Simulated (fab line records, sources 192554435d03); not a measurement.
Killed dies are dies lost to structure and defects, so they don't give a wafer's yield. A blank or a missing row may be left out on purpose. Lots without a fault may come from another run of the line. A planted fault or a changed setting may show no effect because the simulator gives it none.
Chamber matching | flow n5_finfet | N5_BEOL_M1_ETCH_69 on rie_diel-05: 4 sister chambers
The step etches SiARC in CF4, target depth 15.6 nm, time 26 s. 22 wafers are shown with their chamber, then 11 later ones without.

WAFERS WITH THEIR CHAMBER
wafer  | chamber | drypump_motor_current_A (A) | showerhead_plenum_p_Torr (Torr) | oes_product_au (a.u.)
L074.1 | 3       | 5.1                         | 2.03                            | 0.57
L074.3 | 1       | 5.4                         | 2.05                            | 0.67
L074.4 | 0       | 6.8                         | 2.26                            | 0.73
L077.1 | 3       | 5.1                         | 2.03                            | 0.57
L077.4 | 2       | 5.1                         | 2.10                            | 0.79
L077.5 | 1       | 5.4                         | 2.05                            | 0.67
L078.3 | 2       | 5.1                         | 2.10                            | 0.78
L078.4 | 3       | 5.1                         | 2.03                            | 0.57
L078.5 | 1       | 5.4                         | 2.05                            | 0.66
L079.1 | 1       | 5.4                         | 2.05                            | 0.66
L079.3 | 0       | 6.8                         | 2.26                            | 0.71
L079.4 | 2       | 5.0                         | 2.10                            | 0.77
L080.2 | 1       | 5.4                         | 2.05                            | 0.67
L080.5 | 1       | 5.4                         | 2.05                            | 0.66
L080.6 | 0       | 6.8                         | 2.25                            | 0.71
L081.1 | 0       | 6.8                         | 2.25                            | 0.72
L081.3 | 3       | 5.1                         | 2.02                            | 0.57
L081.4 | 1       | 5.4                         | 2.05                            | 0.66
L082.2 | 1       | 5.4                         | 2.05                            | 0.66
L082.4 | 0       | 6.8                         | 2.25                            | 0.71
L082.5 | 2       | 5.0                         | 2.10                            | 0.78
L083.1 | 2       | 5.0                         | 2.10                            | 0.76

SIGNATURES (means of the wafers above)
reading                  | chamber 0 | chamber 1 | chamber 2 | chamber 3 | scatter within a chamber
drypump_motor_current_A  | 6.800     | 5.400     | 5.040     | 5.100     | 0.0258
showerhead_plenum_p_Torr | 2.2540    | 2.0500    | 2.1000    | 2.0275    | 0.00329
oes_product_au           | 0.7160    | 0.6638    | 0.7760    | 0.5700    | 0.00756
Rule: a wafer's distance from a chamber is the root of the sum, over the readings, of the square of ((its reading less the chamber's mean) divided by the reading's scatter). The wafer belongs to the nearest chamber; if the next one is less than 2 further off, it can't be placed. The scatter: the root of (the sum of the squares of (reading less its chamber's mean) over the shown wafers, divided by (wafers less chambers)).

WAFERS WITHOUT THEIR CHAMBER
wafer  | drypump_motor_current_A (A) | showerhead_plenum_p_Torr (Torr) | oes_product_au (a.u.)
L083.4 | 6.8                         | 2.25                            | 0.71
L083.5 | 5.1                         | 2.10                            | 0.76
L085.2 | 5.0                         | 2.09                            | 0.74
L085.3 | 5.4                         | 2.04                            | 0.65
L085.4 | 6.8                         | 2.25                            | 0.70
L088.1 | 5.4                         | 2.04                            | 0.65
L088.2 | 6.8                         | 2.25                            | 0.69
L088.5 | 5.1                         | 2.27                            | 0.81
L091.3 | 5.0                         | 2.09                            | 0.72
L091.4 | 5.4                         | 2.04                            | 0.63
L091.5 | 5.0                         | 2.09                            | 0.73

WHICH CHAMBER EACH WENT THROUGH
wafer  | from the rows above | in truth
L083.4 | 0                   | 0
L083.5 | 2                   | 2
L085.2 | 2                   | 2
L085.3 | 1                   | 1
L085.4 | 0                   | 0
L088.1 | 1                   | 1
L088.2 | 0                   | 0
L088.5 | 2                   | 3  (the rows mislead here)
L091.3 | 2                   | 2
L091.4 | 1                   | 1
L091.5 | 2                   | 2
Placed correctly: 10 of 11. Can't be placed from these rows: 0. Placed wrongly: 1.
